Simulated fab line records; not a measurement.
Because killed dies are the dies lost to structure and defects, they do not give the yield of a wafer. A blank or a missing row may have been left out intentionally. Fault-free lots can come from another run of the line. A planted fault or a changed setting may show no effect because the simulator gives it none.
A struck lot beside a sound one + flow n5_finfet + 36 steps out of a route of 1938
Sound: wafers L606.2, L606.4, L606.6. The struck wafers were L618.1, L618.2, L618.4. Last of all comes the cause.
Order at every step that has rows: each side's tool, ch and its chambers, its first start. Under that, the readings that differ: sound wafers + struck wafers + difference of the means + sigmas: that difference in standard deviations of wafers without a fault.
alike: readings whose means differ by less than 2 such deviations, and words and numbers that are the same on both sides. not compared: withheld readings, readings that some wafer has no value for, bounds like >300 that may hide the same value, and numbers for which the record gives no deviation and whose values overlap.
Wherever a step has rows on one side only, a row that says differs or no value, or a row with sigmas, the two part there. Non-overlapping numbers with no deviation appear without sigmas and do not part them. Lack of a reading on every wafer of one side parts them only where that side has two or more wafers.

first, 9 steps without rows for these wafers: N5_BEOL_M4_ANNEAL_95 (time 240 s); N5_BEOL_M4_SPUTTER_96 (material Cu, target thk 4.5 nm, time 8.29 s); N5_BEOL_M4_ECD_50 (material Cu, target thk 300 nm); N5_BEOL_M4_ANNEAL_51 (time 90 s); N5_BEOL_M4_CMP_52 (polishes, stops on SiOC, t overpolish 6.8 s, target thk 40 nm); N5_BEOL_M4_PRE_CLEAN_60 (time 15 s); N5_BEOL_M4_CO_CAP_55 (material Co, precursor CCTBA/H2, target thk 2 nm, time 102.1 s); N5_BEOL_M4_PRE_CLEAN_56 (time 15 s); N5_BEOL_M4_DEP_57 (deposits SiCN from 3MS/NH3, target thk 8 nm, time 14 s).
N5_BEOL_M4_RC_MEAS_101:
  sound on prober-01 ch 0, day 10 05:07; struck on prober-01 ch 0, day 13 00:14
  alike: DIBL_N, DIBL_P, IOFF_N, IOFF_P, ION_N, ION_P, SS_N, SS_P, VT_N, VT_P
then, 24 steps without rows for these wafers: N5_BEOL_M5_ILD_DEP_00 (deposits SiCOH lowk from DEMS/porogen, target thk 140.64 nm, time 25.9 s); N5_BEOL_M5_CURE_79 (cures SiCOH lowk, time 240 s); N5_BEOL_M5_PECVD_70 (deposits SiO2 from TEOS/O2, target thk 16 nm, time 18 s); N5_BEOL_M5_HM_DEP_02 (deposits TiN, target thk 20 nm); N5_BEOL_M5_COAT_59 (time 60 s, resist thk 60 nm); N5_BEOL_M5_COAT_60 (time 60 s, resist thk 12 nm); N5_BEOL_M5_COAT_71 (time 60 s, resist thk 5 nm); N5_BEOL_M5_COAT_05 (resist thk 30 nm); N5_BEOL_M5_EBR_07; N5_BEOL_M5_SOFTBAKE_06 (time 60 s); N5_BEOL_M5_EXPOSE_08 (exposes mask M5, target cd 28 nm); N5_BEOL_M5_PEB_09 (peb time 60 s); N5_BEOL_M5_DEVELOP_10 (develop time 30 s); N5_BEOL_M5_DESCUM_16 (chemistry O2, time 7 s); N5_BEOL_M5_ETCH_72 (etches underlayer in N2/H2, target depth 6.5 nm, time 5.2 s); N5_BEOL_M5_ETCH_61 (etches SiARC in CF4, target depth 15.6 nm, time 26 s); N5_BEOL_M5_ETCH_62 (etches SOC in N2/H2, target depth 75 nm, overetch 15 nm, time 112.5 s); N5_BEOL_M5_STRIP_63 (strips in N2/H2); N5_BEOL_M5_STRIP_73 (strips in N2/H2); N5_BEOL_M5_STRIP_64 (strips in CF4); N5_BEOL_M5_HM_OPEN_17 (chemistry Cl2/BCl3, target TiN, target depth 20 nm, overetch 6 nm); N5_BEOL_M5_STRIP_19 (strips in O2); N5_BEOL_M5_COAT_65 (time 60 s, resist thk 60 nm); N5_BEOL_M5_COAT_66 (time 60 s, resist thk 12 nm).
-- record jumps: 3 days separate the struck wafers' starts on either side; left off in module BEOL_M5, taken up again in module BEOL_M11, whose first shown step is the route's number 1575 --
N5_BEOL_M11_VIA_ETCH_34: etches SiCOH lowk in C4F6/O2, target depth 184.5 nm, time 69.2 s.
  sound on rie_diel-04 ch 1,2, day 12 21:53; struck on rie_diel-04 ch 0,2,3, day 15 13:24
  no value came back on the struck wafers for any of 11 readings (C4F6_flow_sccm (sccm), O2_flow_sccm (sccm) and others); on the sound wafers C4F6_flow_sccm (sccm) reads 10.04 9.99 9.98
| reading                                     | sound          | struck        | difference | sigmas |
|---------------------------------------------|----------------|---------------|------------|--------|
| model.SiARC_of_BEOL_M11_COAT_64.thk_nm (nm) | 0 0 0          | 22.8 23 22.6  | +22.8      |        |
| model.SOC_of_BEOL_M11_COAT_63.thk_nm (nm)   | 92.8 92.6 92.6 | 100 100 100.6 | +8         |        |
  not compared: rf_hours_counter_h
N5_PASSIVATION_PROBE_49:
  struck on prober-02, day 17 09:37; sound on prober-02, day 14 13:49
| reading                  | sound          | struck         | difference | sigmas      |
|--------------------------|----------------|----------------|------------|-------------|
| defect_limited_yield (%) | 92.8 89.7 92.0 | 0 0 0          | -92        | -61         |
| killed_at_M4_up          | 10 19 17       | 1100 1138 1112 | +1101      | +99 or more |
| killed_dies              | 85 122 94      | 1180 1180 1180 | +1080      | +60         |
| killed_on_rim            | 11 8 11        | 152 152 152    | +142       | +35         |
| sort_bin_5_function (%)  | 3.9 5.8 4.5    | 95.9 98.4 97.2 | +92.4      | +92         |
| sort_n_pass              | 1095 1058 1086 | 0 0 0          | -1080      | -60         |
| sort_yield_pct (%)       | 92.8 89.7 92.0 | 0 0 0          | -92        | -61         |
  alike: killed_at_M0_to_M3, killed_at_contacts, killed_at_front_end, killed_at_other, killed_open, killed_short, sort_bin_6_memory

## WHERE THEY PART
At N5_BEOL_M11_VIA_ETCH_34 first; at N5_PASSIVATION_PROBE_49 last (within this record only).

WHY: the cause the simulator had injected
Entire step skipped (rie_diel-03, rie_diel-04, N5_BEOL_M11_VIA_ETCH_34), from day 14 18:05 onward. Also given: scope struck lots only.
